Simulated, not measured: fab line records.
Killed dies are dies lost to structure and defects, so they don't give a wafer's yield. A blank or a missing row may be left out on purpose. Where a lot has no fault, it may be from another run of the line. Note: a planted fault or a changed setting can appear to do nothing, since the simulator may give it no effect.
Which tool did it? -- flow nand-harc -- 24 lots with 72 wafers sampled at 6 steps, on a route of 1302 steps

== WHAT EACH GAUGE READ, for each wafer ==
NHARC_A_CHANNEL_HOLE_D1_CD_MEAS_18. Usual: cd-nm at 99.3 nm, with a standard deviation of 2.
lot,measured,on,cd-nm (nm),flag
L074,day 8 10:37,cd-sem-03,100.5 102.5 101.5,
L075,day 9 02:19,cd-sem-02,97.3 99.7 98.9,
L076,day 9 12:35,cd-sem-01,99.8 101.0 99.2,
L077,day 9 17:34,cd-sem-02,100.2 100.3 99.1,
L078,day 10 04:39,cd-sem-03,98.3 99.0 98.8,
L079,day 11 01:59,cd-sem-02,97.7 99.6 99.0,
L080,day 11 02:56,cd-sem-01,96.8 95.4 97.2,
L081,day 11 12:04,cd-sem-02,102.2 97.9 100.1,
L082,day 12 03:34,cd-sem-02,96.9 96.3 100.0,
L083,day 12 12:53,cd-sem-01,101.6 100.8 95.2,
L085,day 13 00:51,cd-sem-03,100.0 102.0 102.4,
L084,day 13 00:42,cd-sem-01,99.4 95.2 96.9,
L086,day 13 16:43,cd-sem-01,99.5 99.2 100.3,
L087,day 13 15:58,cd-sem-01,104.3 99.0 102.3,
L088,day 14 14:14,cd-sem-02,97.8 103.3 101.3,
L089,day 14 18:53,cd-sem-03,101.1 98.2 99.6,
L090,day 15 07:27,cd-sem-02,96.7 98.1 98.0,
L091,day 15 21:22,cd-sem-01,100.7 95.8 98.4,
L092,day 15 23:49,cd-sem-01,97.6 97.7 100.6,
L093,day 16 12:14,cd-sem-02,99.9 101.1 94.2,
L095,day 17 06:29,cd-sem-01,97.4 98.5 98.7,
L094,day 17 08:29,cd-sem-01,99.9 98.2 100.6,
L096,day 17 20:11,cd-sem-01,97.6 96.8 95.5,
L097,day 18 10:23,cd-sem-02,99.5 98.8 100.3,

NHARC_A_ONON_D2_THK_MEAS_02: measures by ellipsometry. Usual: thk-nm at 1003 nm, with a standard deviation of 8.7.
lot,measured,on,thk-nm (nm),flag
L074,day 12 10:37,film-metro-01,1008 1010 1010,
L075,day 12 22:25,film-metro-01,999 1001 1001,
L076,day 13 07:07,film-metro-02,1003 1002 1003,
L077,day 13 15:04,film-metro-01,992 994 996,
L078,day 14 05:32,film-metro-02,1005 1005 1005,
L079,day 15 00:55,film-metro-02,1012 1012 1010,
L080,day 15 01:04,film-metro-01,998 999 997,
L081,day 15 12:38,film-metro-01,995 995 996,
L082,day 15 20:49,film-metro-02,996 995 997,
L083,day 16 04:38,film-metro-02,1018 1019 1019,
L085,day 16 21:23,film-metro-01,993 992 995,
L084,day 16 21:23,film-metro-01,995 996 997,
L086,day 17 12:04,film-metro-01,995 996 996,
L087,day 17 12:00,film-metro-01,995 997 996,
L088,day 18 14:53,film-metro-02,1002 1002 1003,
L089,day 19 05:59,film-metro-01,1012 1011 1013,
L090,day 19 05:59,film-metro-02,1009 1009 1007,
L091,day 19 23:05,film-metro-02,998 998 998,
L092,day 19 23:38,film-metro-02,1028 1028 1028,
L093,day 20 09:35,film-metro-01,1001 997 999,
L095,day 21 08:27,film-metro-02,994 995 995,
L094,day 21 08:26,film-metro-02,1010 1013 1013,
L096,day 22 00:15,film-metro-01,1001 1005 1002,
L097,day 22 15:01,film-metro-01,1010 1010 1009,

== WHAT TOOL EACH LOT RAN ON (gives the tool, then ch and the chambers of the sampled wafers, and finally the start) ==
lot,NHARC_P_M2_ANNEAL_31,NHARC_P_BONDPAD_DESCUM_11,NHARC_A_CHANNEL_HOLE_D1_ETCH_44,NHARC_A_DECK1_JOINT_DEP_16
L074,"rtp-anneal-02 ch 0, day 6 09:04","rie-diel-12 ch 0,2, day 6 11:59","rie-diel-04 ch 1,2, day 8 19:34","pecvd-02 ch 0,2, day 12 09:44"
L075,"rtp-anneal-02 ch 0, day 6 22:27","rie-diel-12 ch 0,1, day 7 01:05","rie-diel-10 ch 0,1,3, day 9 07:27","pecvd-03 ch 1,2, day 12 21:33"
L076,"rtp-anneal-02 ch 0, day 7 09:18","rie-diel-05 ch 0,1,2, day 7 12:09","rie-diel-04 ch 0,2,3, day 9 17:23","pecvd-01 ch 1,2, day 13 06:13"
L077,"rtp-anneal-02 ch 0, day 7 17:55","rie-diel-08 ch 0,1,3, day 7 20:43","rie-diel-04 ch 0,3, day 9 22:23","pecvd-01 ch 0,2, day 13 14:14"
L078,"rtp-anneal-02 ch 0, day 8 07:13","rie-diel-08 ch 0,2, day 8 09:59","rie-diel-10 ch 0,1,3, day 10 09:28","pecvd-02 ch 0,1,2, day 14 04:35"
L079,"rtp-anneal-01 ch 0, day 8 20:23","rie-diel-12 ch 0,3, day 8 23:09","rie-diel-04 ch 0,1,2, day 11 10:04","pecvd-01 ch 0,1,2, day 15 00:03"
L080,"rtp-anneal-01 ch 0, day 9 00:52","rie-diel-05 ch 2,3, day 9 03:33","rie-diel-04 ch 0,1, day 11 10:05","pecvd-02 ch 0,1,2, day 15 00:14"
L081,"rtp-anneal-02 ch 0, day 9 10:38","rie-diel-12 ch 2,3, day 9 13:29","rie-diel-10 ch 2,3, day 11 16:52","pecvd-02 ch 0,1, day 15 11:44"
L082,"rtp-anneal-02 ch 0, day 10 02:14","rie-diel-12 ch 1,2,3, day 10 05:07","rie-diel-13 ch 0,1, day 12 08:20","pecvd-03 ch 0,1, day 15 19:58"
L083,"rtp-anneal-02 ch 0, day 10 12:29","rie-diel-12 ch 0,1,3, day 10 15:17","rie-diel-04 ch 0,2,3, day 12 17:58","pecvd-02 ch 0,2, day 16 03:47"
L085,"rtp-anneal-02 ch 0, day 11 02:06","rie-diel-05 ch 1,3, day 11 04:47","rie-diel-10 ch 0,1,2, day 13 07:38","pecvd-03 ch 0,1,2, day 16 20:31"
L084,"rtp-anneal-01 ch 0, day 11 04:46","rie-diel-08 ch 2,3, day 11 07:17","rie-diel-10 ch 0,2,3, day 13 05:36","pecvd-01 ch 0,1,2, day 16 20:35"
L086,"rtp-anneal-02 ch 0, day 11 13:20","rie-diel-08 ch 1,3, day 11 16:06","rie-diel-13 ch 2,3, day 13 21:33","pecvd-02 ch 0,2, day 17 11:05"
L087,"rtp-anneal-02 ch 0, day 11 20:25","rie-diel-08 ch 0,1, day 11 23:22","rie-diel-10 ch 1,2, day 13 20:46","pecvd-01 ch 1,2, day 17 11:06"
L088,"rtp-anneal-02 ch 0, day 12 12:51","rie-diel-12 ch 0,1,2, day 12 15:25","rie-diel-10 ch 0,1,3, day 14 21:13","pecvd-03 ch 0,1,2, day 18 14:02"
L089,"rtp-anneal-02 ch 0, day 12 18:37","rie-diel-12 ch 1,2, day 12 21:25","rie-diel-10 ch 0,1,2, day 15 01:20","pecvd-02 ch 0,1,2, day 19 05:05"
L090,"rtp-anneal-02 ch 0, day 13 06:33","rie-diel-12 ch 1,2,3, day 13 09:15","rie-diel-10 ch 0,1,3, day 15 12:16","pecvd-03 ch 1,2, day 19 05:05"
L091,"rtp-anneal-02 ch 0, day 13 17:53","rie-diel-08 ch 0,2,3, day 13 20:40","rie-diel-10 ch 1,2, day 16 02:09","pecvd-01 ch 0,2, day 19 22:05"
L092,"rtp-anneal-01 ch 0, day 13 22:52","rie-diel-12 ch 0,1, day 14 01:32","rie-diel-10 ch 1,3, day 16 10:28","pecvd-02 ch 1,2, day 19 22:38"
L093,"rtp-anneal-01 ch 0, day 14 09:37","rie-diel-12 ch 0,1,2, day 14 12:16","rie-diel-04 ch 0,1,3, day 16 17:01","pecvd-03 ch 1,2, day 20 08:43"
L095,"rtp-anneal-02 ch 0, day 15 04:29","rie-diel-05 ch 0,1,3, day 15 07:10","rie-diel-13 ch 0,2,3, day 17 15:02","pecvd-01 ch 0,1,2, day 21 07:33"
L094,"rtp-anneal-02 ch 0, day 15 07:40","rie-diel-05 ch 0,2,3, day 15 10:30","rie-diel-10 ch 1,2, day 17 15:16","pecvd-03 ch 0,1, day 21 07:35"
L096,"rtp-anneal-02 ch 0, day 15 19:02","rie-diel-05 ch 0,1,2, day 15 21:50","rie-diel-04 ch 0,2,3, day 18 00:59","pecvd-02 ch 0,2, day 21 23:23"
L097,"rtp-anneal-02 ch 0, day 16 10:32","rie-diel-12 ch 2,3, day 16 13:17","rie-diel-13 ch 0,2,3, day 18 17:25","pecvd-03 ch 0,1, day 22 14:08"
- NHARC_P_M2_ANNEAL_31: time 90 s.
- NHARC_P_BONDPAD_DESCUM_11: chemistry O2, time 3 s.
- NHARC_A_CHANNEL_HOLE_D1_ETCH_44: etches the open film in CF4/O2, target depth 140 nm, overetch 14 nm, time 77 s.
- NHARC_A_DECK1_JOINT_DEP_16: deposits SiO2, target thk 45 nm.

== AS READ BY THE TOOLS THEMSELVES (means over the sampled wafers that have a number; for cases with no such wafer, the mark the record gives instead) ==
NHARC_P_M2_ANNEAL_31. Usual: wafer_temp_C_max at 226.3, with a standard deviation of 0.32.
lot,tool,wafer_temp_C_max,flag
L074,rtp-anneal-02,226.5,
L075,rtp-anneal-02,226.7,
L076,rtp-anneal-02,226.4,
L077,rtp-anneal-02,226.2,
L078,rtp-anneal-02,226.3,
L079,rtp-anneal-01,225.9,
L080,rtp-anneal-01,225.7,
L081,rtp-anneal-02,226.4,
L082,rtp-anneal-02,226.3,
L083,rtp-anneal-02,226.6,
L085,rtp-anneal-02,226.2,
L084,rtp-anneal-01,226.0,
L086,rtp-anneal-02,226.4,
L087,rtp-anneal-02,226.2,
L088,rtp-anneal-02,226.5,
L089,rtp-anneal-02,226.4,
L090,rtp-anneal-02,226.5,
L091,rtp-anneal-02,226.4,
L092,rtp-anneal-01,226.5,
L093,rtp-anneal-01,225.8,
L095,rtp-anneal-02,226.5,
L094,rtp-anneal-02,226.4,
L096,rtp-anneal-02,226.4,
L097,rtp-anneal-02,226.3,

NHARC_P_BONDPAD_DESCUM_11. Usual: drypump-motor-current-A 5.5 A, standard deviation 0.45; oes-product-au 1.000 a.u., standard deviation 0.011; rf-vpp-V 57.8 V, standard deviation 0.84; showerhead-plenum-p-Torr 1.94 Torr, standard deviation 0.076; throttle-valve-pct 11.311 %, standard deviation 0.0083.
lot,tool,drypump-motor-current-A (A),oes-product-au (a.u.),rf-vpp-V (V),showerhead-plenum-p-Torr (Torr),throttle-valve-pct (%),flag
L074,rie-diel-12,5.1,0.986,58.2,1.97,11.307,
L075,rie-diel-12,5.5,0.986,58.1,1.96,11.312,
L076,rie-diel-05,6.1,1.000,57.8,1.94,11.307,
L077,rie-diel-08,5.5,1.007,57.8,1.89,11.313,
L078,rie-diel-08,5.4,1.002,57.2,1.85,11.315,
L079,rie-diel-12,5.2,1.005,58.0,1.97,11.311,
L080,rie-diel-05,5.5,1.003,58.3,2.06,11.316,
L081,rie-diel-12,5.0,0.994,57.7,1.96,11.306,
L082,rie-diel-12,5.3,0.995,58.1,1.95,11.313,
L083,rie-diel-12,5.5,0.993,57.9,1.96,11.310,
L085,rie-diel-05,5.6,1.011,58.3,2.02,11.313,
L084,rie-diel-08,5.6,1.001,58.8,2.00,11.319,
L086,rie-diel-08,5.7,1.004,58.3,1.97,11.311,
L087,rie-diel-08,5.4,1.015,56.7,1.81,11.320,
L088,rie-diel-12,5.4,0.993,57.8,1.95,11.311,
L089,rie-diel-12,5.6,0.998,57.2,1.93,11.315,
L090,rie-diel-12,5.3,1.003,58.0,1.95,11.312,
L091,rie-diel-08,5.6,1.009,57.8,1.93,11.304,
L092,rie-diel-12,5.5,0.985,58.0,1.95,11.304,
L093,rie-diel-12,5.4,0.991,57.8,1.95,11.307,
L095,rie-diel-05,5.9,1.009,58.1,1.94,11.311,
L094,rie-diel-05,5.8,1.008,58.1,1.98,11.305,
L096,rie-diel-05,6.0,0.999,57.5,1.94,11.319,
L097,rie-diel-12,5.0,1.012,58.4,1.96,11.304,

NHARC_A_CHANNEL_HOLE_D1_ETCH_44. Usual: drypump-motor-current-A 5.7 A, standard deviation 0.49; oes-product-au 0.996 a.u., standard deviation 0.0089; rf-vpp-V 197.7 V, standard deviation 1.7; showerhead-plenum-p-Torr 1.33 Torr, standard deviation 0.063; throttle-valve-pct 13.398 %, standard deviation 0.0097.
lot,tool,drypump-motor-current-A (A),oes-product-au (a.u.),rf-vpp-V (V),showerhead-plenum-p-Torr (Torr),throttle-valve-pct (%),flag
L074,rie-diel-04,5.2,0.987,197.4,1.30,13.396,
L075,rie-diel-10,5.9,0.995,197.0,1.32,13.402,
L076,rie-diel-04,5.6,0.984,196.3,1.29,13.406,
L077,rie-diel-04,5.9,0.994,197.6,1.33,13.397,
L078,rie-diel-10,5.9,0.990,197.5,1.32,13.399,
L079,rie-diel-04,5.5,0.996,196.9,1.33,13.401,
L080,rie-diel-04,5.4,0.996,198.0,1.38,13.402,
L081,rie-diel-10,5.5,1.003,198.7,1.39,13.401,
L082,rie-diel-13,5.4,0.999,198.8,1.41,13.400,
L083,rie-diel-04,5.6,0.998,196.8,1.29,13.392,
L085,rie-diel-10,6.0,0.990,197.9,1.32,13.405,
L084,rie-diel-10,5.8,0.997,199.1,1.37,13.397,
L086,rie-diel-13,5.9,1.005,198.2,1.34,13.401,
L087,rie-diel-10,5.7,0.998,198.5,1.33,13.392,
L088,rie-diel-10,5.9,0.990,197.7,1.32,13.401,
L089,rie-diel-10,6.0,0.996,198.1,1.31,13.396,
L090,rie-diel-10,5.9,0.997,197.9,1.32,13.391,
L091,rie-diel-10,5.7,0.994,196.2,1.33,13.398,
L092,rie-diel-10,5.7,0.999,195.9,1.29,13.405,
L093,rie-diel-04,5.5,1.001,198.0,1.33,13.396,
L095,rie-diel-13,6.0,1.002,197.9,1.32,13.390,
L094,rie-diel-10,5.7,1.002,197.4,1.33,13.398,
L096,rie-diel-04,5.6,0.980,196.3,1.28,13.398,
L097,rie-diel-13,6.0,1.004,197.5,1.32,13.394,

NHARC_A_DECK1_JOINT_DEP_16. Usual: heater-power-w 562 W, standard deviation 110; throttle-valve-pct 15.9 %, standard deviation 0.52.
lot,tool,heater-power-w (W),throttle-valve-pct (%),flag
L074,pecvd-02,655,16.0,
L075,pecvd-03,580,16.0,
L076,pecvd-01,448,15.4,
L077,pecvd-01,544,15.0,
L078,pecvd-02,594,16.0,
L079,pecvd-01,495,15.1,
L080,pecvd-02,518,16.2,
L081,pecvd-02,569,15.9,
L082,pecvd-03,544,16.4,
L083,pecvd-02,593,16.4,
L085,pecvd-03,643,16.0,
L084,pecvd-01,539,15.3,
L086,pecvd-02,601,16.4,
L087,pecvd-01,551,15.6,
L088,pecvd-03,570,16.2,
L089,pecvd-02,523,15.8,
L090,pecvd-03,674,16.4,
L091,pecvd-01,528,15.5,
L092,pecvd-02,483,15.9,
L093,pecvd-03,635,16.3,
L095,pecvd-01,500,15.8,
L094,pecvd-03,581,16.1,
L096,pecvd-02,578,16.4,
L097,pecvd-03,583,16.1,

== THE ANSWER, worked out from the rows above alone ==
Rule: lot off if the mean of its wafers having a number is beyond 3 standard deviations from the usual mean. A lot without any number at a reading at which 4 lots or more have one is off too. Any other lot the step has rows for is counted as sound. The gauges are gone through in route order, then the tools' own readings, and for those a lot's mean is taken as printed above. The first step at which some lot is off is used, and at that step the reading that is off furthest; a lot without a number counts as furthest.
Nothing can be told from this: no lot is off at any reading shown.

== WHAT THE SIMULATOR HAD PUT IN ==
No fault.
